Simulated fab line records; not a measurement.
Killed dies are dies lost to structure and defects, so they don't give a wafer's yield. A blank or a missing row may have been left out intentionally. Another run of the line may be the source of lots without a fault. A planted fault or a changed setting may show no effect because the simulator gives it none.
Split-lot trial -- flow n5 finfet -- on a route of 1938 steps: 7 lots, 21 wafers read

SPLIT DETAILS
At N5_DUMMY_GATE_COAT_28 (time 60 s, resist thk 10 nm), the setting spin rpm was moved away from the recipe's 1500 rpm on 10 of the 21 wafers read, by -8.8% to +4.3%. This setting was run at the recipe's value on the other wafers.

The split's own step is where the reading is taken.

THE READING
underlayer_of_DUMMY_GATE_COAT_28.thk nm (the simulator's own value, which no gauge read), in nm, at N5_DUMMY_GATE_COAT_28 (time 60 s, resist thk 10 nm). The file gives no usual value for it.

wafer,"tool, chamber at the split","spin rpm as run, rpm",against the recipe,"underlayer_of_DUMMY_GATE_COAT_28.thk nm, nm",against lot-mates on the recipe
L074.3,"litho track-04, 0",1500,recipe,10,-
L074.4,"litho track-04, 0",1368,-8.8%,10.4,+0.4
L074.6,"litho track-04, 0",1368,-8.8%,10.6,+0.6
L075.1,"litho track-01, 0",1408,-6.1%,10.2,+0.2
L075.2,"litho track-01, 0",1500,recipe,10,-
L075.3,"litho track-01, 0",1408,-6.1%,10.4,+0.4
L077.2,"litho track-03, 0",1410,-6.0%,10.4,+0.4
L077.5,"litho track-03, 0",1410,-6.0%,10.4,+0.4
L077.3,"litho track-03, 0",1500,recipe,10,-
L078.2,"litho track-04, 0",1500,recipe,10,-
L078.5,"litho track-04, 0",1557,+3.8%,9.8,-0.2
L078.6,"litho track-04, 0",1557,+3.8%,9.8,-0.2
L087.1,"litho track-03, 0",1500,recipe,10,-
L087.3,"litho track-03, 0",1500,recipe,10,-
L087.4,"litho track-03, 0",1500,recipe,10,-
L092.3,"litho track-01, 0",1413,-5.8%,10.4,+0.4
L092.4,"litho track-01, 0",1500,recipe,10,-
L092.6,"litho track-01, 0",1500,recipe,10,-
L097.1,"litho track-01, 0",1500,recipe,10,-
L097.4,"litho track-01, 0",1500,recipe,10,-
L097.5,"litho track-01, 0",1565,+4.3%,9.8,-0.2

THE FIT
A straight line over all 21 wafers: underlayer_of_DUMMY_GATE_COAT_28.thk nm changes by -0.0565 nm for each +1% of spin rpm; r = -0.97; the points scatter about the line by 0.055 nm.
The same after taking each lot's own level away (the mean of its wafers on the recipe; 21 wafers): -0.0565 nm for each +1%; r = -0.97; scatter 0.055 nm.
The reading moves by 0.5 nm for the largest change in spin rpm, on that fit.
The lots' own levels span 10.00 to 10.00 nm.
Consequently the slope shifts little with the lot-to-lot level, the two slopes agreeing.
Check: for one of the wafers moved furthest among these (-8.8%), held out of the fit, the line's prediction against its lot-mates is +0.533 nm. It came out at +0.4 nm against them.

THESE WAFERS: OTHER SPLITS
Before the reading, these wafers also passed through other splits. Each is held against what the fit with the lots' levels taken away leaves over:
other split on the same wafers,wafers away from the commonest value,r with underlayer_of_DUMMY_GATE_COAT_28.thk nm (lot level and that fit taken away)
N5_ZERO_LAYER_COAT_05 spin rpm,4,-0.04
N5_ZERO_LAYER_ETCH_18 bias w,6,+0.03
N5_FIN_SAQP_COAT_50 spin rpm,8,-0.21
N5_FIN_CUT_EXPOSE_05 dose mj,7,-0.12
N5_DUMMY_GATE_HM_DEP_06 time s,15,-0.10

FILE'S OWN FIT
underlayer_of_DUMMY_GATE_COAT_28.thk nm changes by -0.0578 nm for each +1% of spin rpm, r = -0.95.
